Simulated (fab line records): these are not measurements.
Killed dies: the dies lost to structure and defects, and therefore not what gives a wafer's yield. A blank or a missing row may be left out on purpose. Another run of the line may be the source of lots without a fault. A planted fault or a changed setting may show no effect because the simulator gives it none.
fab line records + flow n5_finfet
record:
- lots: 9
- wafers: 27
- last_day: 17
route steps=1938 shown MOL_CONTACT_COAG@608 BEOL_M0_SAQP@638 BEOL_M4@1111
lots with no fault: from the same line, run without faults
start_h: the number of hours between the record's first day and the start of the first shown wafer of the lot + wait_h: hours since the lot's step before + " identical to the entry in the row above + L1.1+2: a single row standing in for several wafers + - either no value or no given start + * or withheld: withheld + < > ~ a bound
route shown NAME@n: names a module that has steps shown in the file, with the first one's number in the route + usual: mean/standard deviation taken from wafers without a fault + same: alike in all rows + chamber/n: place in a boat + sites: per-site readings + _std_site: the values' standard deviation + _edge_site: outer sites' mean less inner sites' + radius_mm: for every site, how far away it sits from the centre of the wafer + mask NAME#n: copy n + behind: the last tool/chamber to shape the wafer + hold: reason for holding the lot/hours on hold/outcome of the hold + device: whichever transistor did not switch (one of n, p or np) + end of line: the same wafers' tests at the end of the route + a step with no rows: only its recipe + killed: dies lost to structure and defects at the first sort, not the wafer's yield + map: the dies of a wafer, with x for killed, . for not killed, _ for no die there
set.NAME: the run value of the setting; set.NAME@STEP: its run value at that earlier step + model.NAME: the simulator's own value behind a step, which no gauge read
the route's steps for a sample of lots (tables are steps, rows are wafers)
services: a tool's chamber out of use, with start hour (start_h, from the record's first day; less than 0 if before it), hours out, and reason
== steps ==
step: N5_MOL_CONTACT_COAG_ALD_133
recipe:
- material: SiO2
- target_thk_a: 50
- temp_c: 100
- ald_precursor_family: BDEAS
- ald_co_reactant: O2-plasma
- pulse_time_s: 1
- co_reactant_pulse_time_s: 1
- purge_time_s: 2
- co_reactant_purge_time_s: 2
- ald_cycles: 35
- pressure_torr: 2
usual:
- heater_power_w: 81/9.6
- precursor_pulse_height_rel: 1.002/0.02
same:
- purge_time_s: 2
| lot.wafer | tool       | chamber | start_h | wait_h | heater_power_w | precursor_pulse_height_rel |
|-----------|------------|---------|---------|--------|----------------|----------------------------|
| L966.3    | ald_sin-01 | 0       | 100.77  | 0.8    | 83             | 1.041                      |
| L966.4    | "          | 1       | "       | "      | 85             | 0.982                      |
| L966.5    | "          | 0       | "       | "      | 82             | 1.004                      |
| L975.2    | ald_sin-02 | 2       | 156.52  | 0.1    | 80             | 1.030                      |
| L975.5    | "          | 1       | "       | "      | 77             | 1.005                      |
| L975.6    | "          | 0       | "       | "      | 70             | 0.977                      |
| L976.1    | ald_sin-02 | 2       | 163.39  | 0.1    | 80             | 1.028                      |
| L976.3    | "          | 0       | "       | "      | 70             | 1.012                      |
| L976.4    | "          | 1       | "       | "      | 79             | 1.001                      |
| L978.1    | ald_sin-02 | 2       | 185.83  | 0.2    | 82             | 1.009                      |
| L978.3    | "          | 1       | "       | "      | 77             | 0.966                      |
| L978.5    | "          | 1       | "       | "      | 81             | 1.026                      |
| L979.1    | ald_sin-02 | 3       | 186.01  | 0.1    | 71             | 0.981                      |
| L979.4    | "          | 0       | "       | "      | 70             | 0.983                      |
| L979.5    | "          | 3       | "       | "      | 72             | 0.993                      |
| L980.1    | ald_sin-04 | 3       | 194.20  | 0.1    | 81             | 0.990                      |
| L980.3    | "          | 0       | "       | "      | 97             | 0.992                      |
| L980.4    | "          | 2       | "       | "      | 103            | 0.981                      |
| L982.1    | ald_sin-01 | 3       | 204.19  | 0.3    | 81             | 1.070                      |
| L982.2    | "          | 2       | "       | "      | 79             | 0.981                      |
| L982.5    | "          | 1       | "       | "      | 81             | 1.020                      |
| L985.1    | ald_sin-02 | 3       | 219.12  | 0.1    | 71             | 1.012                      |
| L985.3    | "          | 2       | "       | "      | 82             | 0.986                      |
| L985.6    | "          | 3       | "       | "      | 69             | 0.997                      |
| L986.2    | ald_sin-02 | 3       | 219.77  | 0.1    | 69             | 1.001                      |
| L986.3    | "          | 0       | "       | "      | 70             | 0.974                      |
| L986.5    | "          | 3       | "       | "      | 72             | 1.014                      |
step: N5_MOL_CONTACT_COAG_ETCHBACK_134
recipe:
- chemistry: CHF3
- target: SiO2
- target_depth_a: 100
- time_s: 6.7
- ion_energy_ev: 200
- pressure_mtorr: 30
- source_w: 610
- bias_w: 170
- Ar_flow_sccm: 200
- CHF3_flow_sccm: 50
usual:
- drypump_motor_current_A: 5.8/0.48
- oes_product_au: 0.77/0.091
- rf_vpp_V: 528/12
- showerhead_plenum_p_Torr: 2.38/0.089
- throttle_valve_pct: 18.71/0.22
| lot.wafer | tool        | chamber | start_h | wait_h | drypump_motor_current_A | oes_product_au | rf_hours_counter_h | rf_vpp_V | showerhead_plenum_p_Torr | throttle_valve_pct |
|-----------|-------------|---------|---------|--------|-------------------------|----------------|--------------------|----------|--------------------------|--------------------|
| L966.3    | rie_diel-02 | 0       | 100.95  | 0.1    | 5.3                     | 0.73           | 177                | 529      | 2.26                     | 18.47              |
| L966.4    | "           | 1       | "       | "      | 6.3                     | 0.73           | 189                | 542      | 2.47                     | 18.70              |
| L966.5    | "           | 2       | "       | "      | 5.2                     | 0.72           | -                  | 524      | 2.46                     | 19.04              |
| L975.2    | rie_diel-03 | 0       | 157.12  | 0.5    | 5.6                     | 0.75           | 183                | 530      | 2.36                     | 18.54              |
| L975.5    | "           | 3       | "       | "      | 5.7                     | 0.70           | -                  | 497      | 2.26                     | 19.00              |
| L975.6    | "           | 0       | "       | "      | 5.6                     | 0.74           | -                  | 531      | 2.36                     | 18.55              |
| L976.1    | rie_diel-03 | 0       | 163.60  | 0.1    | 5.6                     | 0.74           | 186                | 528      | 2.36                     | 18.54              |
| L976.3    | "           | 2       | "       | "      | 5.4                     | 0.79           | 93                 | 535      | 2.39                     | 18.45              |
| L976.4    | "           | 2       | "       | "      | 5.4                     | 0.81           | -                  | 536      | 2.39                     | 18.48              |
| L978.1    | rie_diel-03 | 1       | 186.01  | 0.1    | 5.3                     | 0.82           | 77                 | 525      | 2.39                     | 18.40              |
| L978.3    | "           | 3       | "       | "      | 5.7                     | 0.95           | 4                  | 506      | 2.54                     | 18.60              |
| L978.5    | "           | 0       | "       | "      | 5.6                     | 0.73           | -                  | 530      | 2.36                     | 18.57              |
| L979.1    | rie_diel-04 | 2       | 186.30  | 0.2    | 5.6                     | 0.70           | 231                | 527      | 2.25                     | 18.87              |
| L979.4    | "           | 0       | "       | "      | 6.7                     | 0.96           | -                  | 545      | 2.53                     | 18.66              |
| L979.5    | "           | 2       | "       | "      | 5.6                     | 0.70           | -                  | 527      | 2.25                     | 18.87              |
| L980.1    | rie_diel-04 | 0       | 194.43  | 0.2    | 6.7                     | 0.93           | 6                  | 545      | 2.53                     | 18.65              |
| L980.3    | "           | 3       | "       | "      | 6.4                     | 0.88           | 43                 | 540      | 2.44                     | 18.83              |
| L980.4    | "           | 2       | "       | "      | 5.6                     | 0.69           | -                  | 526      | 2.25                     | 18.88              |
| L982.1    | rie_diel-04 | 0       | 204.38  | 0.1    | 6.7                     | 0.92           | 9                  | 545      | 2.53                     | 18.67              |
| L982.2    | "           | 1       | "       | "      | 6.3                     | 1.01           | 1                  | 510      | 2.34                     | 18.33              |
| L982.5    | "           | 0       | "       | "      | 6.7                     | 0.93           | -                  | 543      | 2.53                     | 18.66              |
| L985.1    | rie_diel-04 | 3       | 219.30  | 0.1    | 6.4                     | 0.86           | 52                 | 540      | 2.43                     | 18.85              |
| L985.3    | "           | 2       | "       | "      | 5.6                     | 0.69           | 244                | 527      | 2.24                     | 18.89              |
| L985.6    | "           | 2       | "       | "      | 5.6                     | 0.68           | -                  | 528      | 2.24                     | 18.89              |
| L986.2    | rie_diel-02 | 3       | 220.38  | 0.5    | 5.6                     | 0.73           | 187                | 529      | 2.39                     | 18.82              |
| L986.3    | "           | 0       | "       | "      | 5.3                     | 0.70           | 216                | 526      | 2.24                     | 18.53              |
| L986.5    | "           | 0       | "       | "      | 5.3                     | 0.70           | -                  | 528      | 2.24                     | 18.52              |
step: N5_MOL_CONTACT_COAG_CD_MEAS_101
recipe:
- target_cd_nm: 16
usual:
- cd_nm: 15.9/0.32
| lot.wafer | tool      | chamber | start_h | wait_h | cd_nm |
|-----------|-----------|---------|---------|--------|-------|
| L966.3    | cd_sem-03 | -       | 101.46  | 0.0    | 16.5  |
| L966.4    | "         | -       | "       | "      | 16.2  |
| L966.5    | "         | -       | "       | "      | 15.9  |
| L975.2    | cd_sem-03 | -       | 157.63  | 0.0    | 16.4  |
| L975.5    | "         | -       | "       | "      | 16.4  |
| L975.6    | "         | -       | "       | "      | 16.1  |
| L976.1    | cd_sem-01 | -       | 164.11  | 0.0    | 15.5  |
| L976.3    | "         | -       | "       | "      | 15.6  |
| L976.4    | "         | -       | "       | "      | 15.7  |
| L978.1    | cd_sem-01 | -       | 186.52  | 0.0    | 16.2  |
| L978.3    | "         | -       | "       | "      | 15.8  |
| L978.5    | "         | -       | "       | "      | 16.5  |
| L979.1    | cd_sem-03 | -       | 186.81  | 0.0    | 15.5  |
| L979.4    | "         | -       | "       | "      | 15.8  |
| L979.5    | "         | -       | "       | "      | 15.5  |
| L980.1    | cd_sem-02 | -       | 194.93  | 0.0    | 15.3  |
| L980.3    | "         | -       | "       | "      | 15.9  |
| L980.4    | "         | -       | "       | "      | 15.0  |
| L982.1    | cd_sem-03 | -       | 204.89  | 0.0    | 16.0  |
| L982.2    | "         | -       | "       | "      | 15.4  |
| L982.5    | "         | -       | "       | "      | 15.7  |
| L985.1    | cd_sem-01 | -       | 219.81  | 0.0    | 16.0  |
| L985.3    | "         | -       | "       | "      | 15.7  |
| L985.6    | "         | -       | "       | "      | 15.6  |
| L986.2    | cd_sem-02 | -       | 220.90  | 0.0    | 15.7  |
| L986.3    | "         | -       | "       | "      | 16.0  |
| L986.5    | "         | -       | "       | "      | 16.1  |
step: N5_BEOL_M0_SAQP_PECVD_04
recipe:
- material: a-Si
- target_thk_a: 600
- temp_c: 350
- precursor: SiH4/He
- pressure_torr: 3
- rf_w: 100
- time_s: 60.2
usual:
- heater_power_w: 650/66
- showerhead_plenum_p_Torr: 5.70/0.042
- throttle_valve_pct: 17.4/0.6
| lot.wafer | tool     | chamber | start_h | wait_h | heater_power_w | showerhead_plenum_p_Torr | throttle_valve_pct |
|-----------|----------|---------|---------|--------|----------------|--------------------------|--------------------|
| L966.3    | pecvd-02 | 2       | 110.12  | 0.0    | 617            | 5.67                     | 17.2               |
| L966.4    | "        | 1       | "       | "      | 641            | 5.69                     | 17.1               |
| L966.5    | "        | 2       | "       | "      | 615            | 5.67                     | 17.2               |
| L975.2    | pecvd-02 | 0       | 163.33  | 0.0    | 537            | 5.66                     | 17.8               |
| L975.5    | "        | 1       | "       | "      | 647            | 5.67                     | 17.3               |
| L975.6    | "        | 2       | "       | "      | 723            | 5.66                     | 17.3               |
| L976.1    | pecvd-02 | 2       | 172.43  | 0.0    | 701            | 5.69                     | 17.2               |
| L976.3    | "        | 1       | "       | "      | 650            | 5.67                     | 17.2               |
| L976.4    | "        | 2       | "       | "      | 705            | 5.68                     | 17.4               |
| L978.1    | pecvd-02 | 1       | 191.00  | 0.0    | 614            | 5.68                     | 16.9               |
| L978.3    | "        | 2       | "       | "      | 688            | 5.68                     | 17.5               |
| L978.5    | "        | 1       | "       | "      | 599            | 5.69                     | 17.2               |
| L979.1    | pecvd-01 | 1       | 193.98  | 0.0    | 749            | 5.70                     | 18.2               |
| L979.4    | "        | 2       | "       | "      | 628            | 5.77                     | 16.1               |
| L979.5    | "        | 1       | "       | "      | 748            | 5.71                     | 17.8               |
| L980.1    | pecvd-01 | 1       | 199.72  | 0.0    | 720            | 5.71                     | 18.1               |
| L980.3    | "        | 2       | "       | "      | 610            | 5.78                     | 16.4               |
| L980.4    | "        | 0       | "       | "      | 689            | 5.74                     | 17.7               |
| L982.1    | pecvd-04 | 0       | 209.94  | 0.0    | 779            | 5.65                     | 17.5               |
| L982.2    | "        | 1       | "       | "      | 564            | 5.68                     | 17.7               |
| L982.5    | "        | 1       | "       | "      | 553            | 5.67                     | 17.8               |
| L985.1    | pecvd-01 | 0       | 225.98  | 0.0    | 640            | 5.74                     | 17.9               |
| L985.3    | "        | 1       | "       | "      | 734            | 5.70                     | 17.9               |
| L985.6    | "        | 2       | "       | "      | 563            | 5.77                     | 16.3               |
| L986.2    | pecvd-01 | 0       | 227.60  | 0.0    | 663            | 5.75                     | 17.7               |
| L986.3    | "        | 2       | "       | "      | 612            | 5.78                     | 16.3               |
| L986.5    | "        | 2       | "       | "      | 619            | 5.76                     | 16.3               |
step: N5_BEOL_M0_SAQP_THK_MEAS_05
usual:
- thk_nm: 60.2/0.86
| lot.wafer | tool          | chamber | start_h | wait_h | thk_nm |
|-----------|---------------|---------|---------|--------|--------|
| L966.3    | film_metro-02 | -       | 110.22  | 0.1    | 61.4   |
| L966.4    | "             | -       | "       | "      | 60.6   |
| L966.5    | "             | -       | "       | "      | 61.3   |
| L975.2    | film_metro-02 | -       | 163.43  | 0.1    | 55.7   |
| L975.5    | "             | -       | "       | "      | 61.3   |
| L975.6    | "             | -       | "       | "      | 60.5   |
| L976.1    | film_metro-01 | -       | 172.52  | 0.1    | 55.8   |
| L976.3    | "             | -       | "       | "      | 59.7   |
| L976.4    | "             | -       | "       | "      | 61.3   |
| L978.1    | film_metro-02 | -       | 191.10  | 0.1    | 57.4   |
| L978.3    | "             | -       | "       | "      | 60.7   |
| L978.5    | "             | -       | "       | "      | 61.4   |
| L979.1    | film_metro-01 | -       | 194.07  | 0.1    | 59.7   |
| L979.4    | "             | -       | "       | "      | 60.9   |
| L979.5    | "             | -       | "       | "      | 60.4   |
| L980.1    | film_metro-02 | -       | 199.81  | 0.1    | 59.0   |
| L980.3    | "             | -       | "       | "      | 60.4   |
| L980.4    | "             | -       | "       | "      | 59.3   |
| L982.1    | film_metro-02 | -       | 210.07  | 0.1    | 59.6   |
| L982.2    | "             | -       | "       | "      | 59.4   |
| L982.5    | "             | -       | "       | "      | 59.6   |
| L985.1    | film_metro-01 | -       | 226.07  | 0.1    | 60.2   |
| L985.3    | "             | -       | "       | "      | 59.6   |
| L985.6    | "             | -       | "       | "      | 62.7   |
| L986.2    | film_metro-02 | -       | 227.69  | 0.1    | 60.3   |
| L986.3    | "             | -       | "       | "      | 61.3   |
| L986.5    | "             | -       | "       | "      | 61.4   |
step: N5_BEOL_M4_RC_MEAS_101
usual:
- DIBL_N: 35.8/1.6
- DIBL_P: 36.0/1.9
- IOFF_N: 0.151/0.029
- IOFF_P: 0.21/0.037
- ION_N: 673/12
- ION_P: 463/7.3
- SS_N: 71.5/0.58
- SS_P: 73.2/0.61
- VT_N: 251/3.3
- VT_P: -250/3.3
| lot.wafer | tool      | chamber | start_h | wait_h | DIBL_N[mV/V] | DIBL_P[mV/V] | IOFF_N[nA/um] | IOFF_P[nA/um] | ION_N[uA/um] | ION_P[uA/um] | SS_N[mV/dec] | SS_P[mV/dec] | VT_N[mV] | VT_P[mV] |
|-----------|-----------|---------|---------|--------|--------------|--------------|---------------|---------------|--------------|--------------|--------------|--------------|----------|----------|
| L966.3    | prober-02 | 0       | 162.23  | 0.9    | 35.4         | 34.9         | 0.115         | 0.18          | 662          | 461          | 70.7         | 72.2         | 256      | -253     |
| L966.4    | "         | 0       | "       | "      | 36.9         | 35.9         | 0.139         | 0.19          | 667          | 463          | 71.1         | 72.0         | 254      | -251     |
| L966.5    | "         | 0       | "       | "      | 38.8         | 37.9         | 0.175         | 0.23          | 679          | 462          | 72.4         | 73.5         | 250      | -250     |
| L975.2    | prober-02 | 0       | 213.34  | 0.2    | 34.8         | 35.5         | 0.154         | 0.22          | 681          | 478          | 71.6         | 72.6         | 254      | -247     |
| L975.5    | "         | 0       | "       | "      | 34.7         | 36.2         | 0.152         | 0.24          | 685          | 478          | 71.5         | 72.9         | 253      | -244     |
| L975.6    | "         | 0       | "       | "      | 35.2         | 35.7         | 0.161         | 0.23          | 672          | 460          | 72.5         | 73.2         | 250      | -245     |
| L976.1    | prober-02 | 0       | 239.33  | 0.0    | 35.1         | 36.2         | 0.152         | 0.22          | 666          | 462          | 72.1         | 72.9         | 254      | -247     |
| L976.3    | "         | 0       | "       | "      | 32.7         | 34.1         | 0.119         | 0.19          | 669          | 465          | 70.8         | 73.1         | 252      | -248     |
| L976.4    | "         | 0       | "       | "      | 35.1         | 37.4         | 0.175         | 0.25          | 691          | 475          | 71.3         | 73.8         | 247      | -247     |
| L978.1    | prober-02 | 0       | 249.39  | 0.0    | 34.1         | 33.3         | 0.110         | 0.15          | 647          | 447          | 71.5         | 72.4         | 252      | -255     |
| L978.3    | "         | 0       | "       | "      | 35.6         | 35.7         | 0.138         | 0.17          | 674          | 459          | 71.9         | 73.0         | 251      | -252     |
| L978.5    | "         | 0       | "       | "      | 34.4         | 35.0         | 0.121         | 0.17          | 664          | 455          | 70.9         | 73.3         | 253      | -253     |
| L979.1    | prober-02 | 0       | 257.81  | 0.0    | 35.3         | 37.5         | 0.143         | 0.23          | 660          | 466          | 70.9         | 73.9         | 253      | -247     |
| L979.4    | "         | 0       | "       | "      | 34.6         | 36.7         | 0.137         | 0.21          | 670          | 467          | 71.1         | 72.3         | 250      | -250     |
| L979.5    | "         | 0       | "       | "      | 37.0         | 39.5         | 0.182         | 0.26          | 686          | 472          | 72.6         | 73.8         | 250      | -247     |
| L980.1    | prober-02 | 0       | 261.04  | 0.0    | 38.4         | 38.4         | 0.191         | 0.24          | 689          | 473          | 71.1         | 73.7         | 247      | -250     |
| L980.3    | "         | 0       | "       | "      | 37.6         | 36.6         | 0.158         | 0.20          | 674          | 455          | 71.8         | 73.1         | 251      | -252     |
| L980.4    | "         | 0       | "       | "      | 35.3         | 34.5         | 0.130         | 0.18          | 651          | 448          | 71.3         | 73.1         | 252      | -252     |
| L982.1    | prober-02 | 0       | 278.49  | 0.0    | 35.2         | 33.6         | 0.151         | 0.21          | 688          | 470          | 71.8         | 73.0         | 250      | -247     |
| L982.2    | "         | 0       | "       | "      | 38.9         | 39.2         | 0.229         | 0.31          | 695          | 476          | 71.9         | 74.0         | 244      | -245     |
| L982.5    | "         | 0       | "       | "      | 35.8         | 35.5         | 0.163         | 0.24          | 678          | 470          | 72.0         | 73.4         | 248      | -246     |
| L985.1    | prober-02 | 0       | 284.78  | 0.0    | 35.8         | 36.4         | 0.151         | 0.23          | 665          | 460          | 71.4         | 72.8         | 251      | -247     |
| L985.3    | "         | 0       | "       | "      | 33.0         | 32.9         | 0.107         | 0.17          | 649          | 454          | 70.8         | 72.0         | 252      | -252     |
| L985.6    | "         | 0       | "       | "      | 35.1         | 35.1         | 0.144         | 0.21          | 672          | 461          | 71.1         | 73.1         | 252      | -250     |
| L986.2    | prober-01 | 0       | 298.89  | 0.2    | 34.1         | 35.2         | 0.132         | 0.18          | 647          | 459          | 71.3         | 73.8         | 253      | -253     |
| L986.3    | "         | 0       | "       | "      | 38.7         | 39.7         | 0.234         | 0.26          | 708          | 469          | 72.9         | 74.2         | 244      | -247     |
| L986.5    | "         | 0       | "       | "      | 34.6         | 37.3         | 0.162         | 0.22          | 687          | 470          | 72.3         | 73.6         | 246      | -254     |
== services ==
| tool        | chamber | start_h | hours | kind                          |
|-------------|---------|---------|-------|-------------------------------|
| rie_diel-02 | 0       | 79.64   | 8.6   | repair                        |
| rie_diel-02 | 1       | 79.64   | 3.7   | repair                        |
| pecvd-01    | -       | 80.04   | 28.1  | pm                            |
| ald_sin-01  | 2       | 96.95   | 11.7  | repair                        |
| ald_sin-02  | -       | 99.08   | 3.6   | repair                        |
| pecvd-04    | 1       | 99.31   | 8.8   | repair                        |
| pecvd-02    | 1       | 113.56  | 5.0   | scheduled_down                |
| ald_sin-02  | -       | 119.38  | 2.8   | pm                            |
| pecvd-01    | -       | 139.51  | 14.6  | pm                            |
| rie_diel-02 | -       | 145.40  | 4.3   | pm                            |
| ald_sin-04  | -       | 161.65  | 6.1   | pm                            |
| rie_diel-02 | -       | 163.03  | 3.2   | repair                        |
| rie_diel-04 | 0       | 165.28  | -     | clean                         |
| rie_diel-04 | 0       | 165.28  | -     | consumable_replace:focus_ring |
| rie_diel-04 | 0       | 165.28  | -     | consumable_replace:showerhead |
| rie_diel-04 | 0       | 165.28  | 18.7  | scheduled_down                |
| rie_diel-04 | 0       | 165.28  | 18.7  | vent_cycle                    |
| ald_sin-01  | -       | 177.12  | 14.0  | pm                            |
| pecvd-02    | 0       | 181.80  | 2.1   | scheduled_down                |
| rie_diel-04 | 1       | 184.08  | -     | clean                         |
| rie_diel-04 | 1       | 184.08  | -     | consumable_replace:focus_ring |
| rie_diel-03 | 3       | 189.80  | 9.6   | repair                        |
| ald_sin-01  | -       | 213.84  | 28.1  | pm                            |
| rie_diel-03 | -       | 219.02  | 2.8   | pm                            |
== key ==
first_sign:
- step: N5_BEOL_M0_SAQP_THK_MEAS_05
- reading: thk_nm
- direction: down
- sigmas: 4.5
- usual: *
- struck: *
effect none on later readings
met_at N5_BEOL_M0_SAQP_PECVD_04
struck_lots L975,L976,L978
struck_wafers L975.2,L976.1,L978.1
not_acting_at N5_MOL_CONTACT_COAG_ALD_133,N5_MOL_CONTACT_COAG_ETCHBACK_134,N5_MOL_CONTACT_COAG_CD_MEAS_101
onset_between 110.12 163.33
fault:
- kind: process_parameter_drift
- tool: pecvd-02
- chamber: -
- onset_h: 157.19
- steps: N5_BEOL_M0_SAQP_PECVD_04
- channel: time_s
- offset: *
- shape: step
- end_h: 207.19
- scope: struck_wafers_only
- acts_in: *
- stated: *
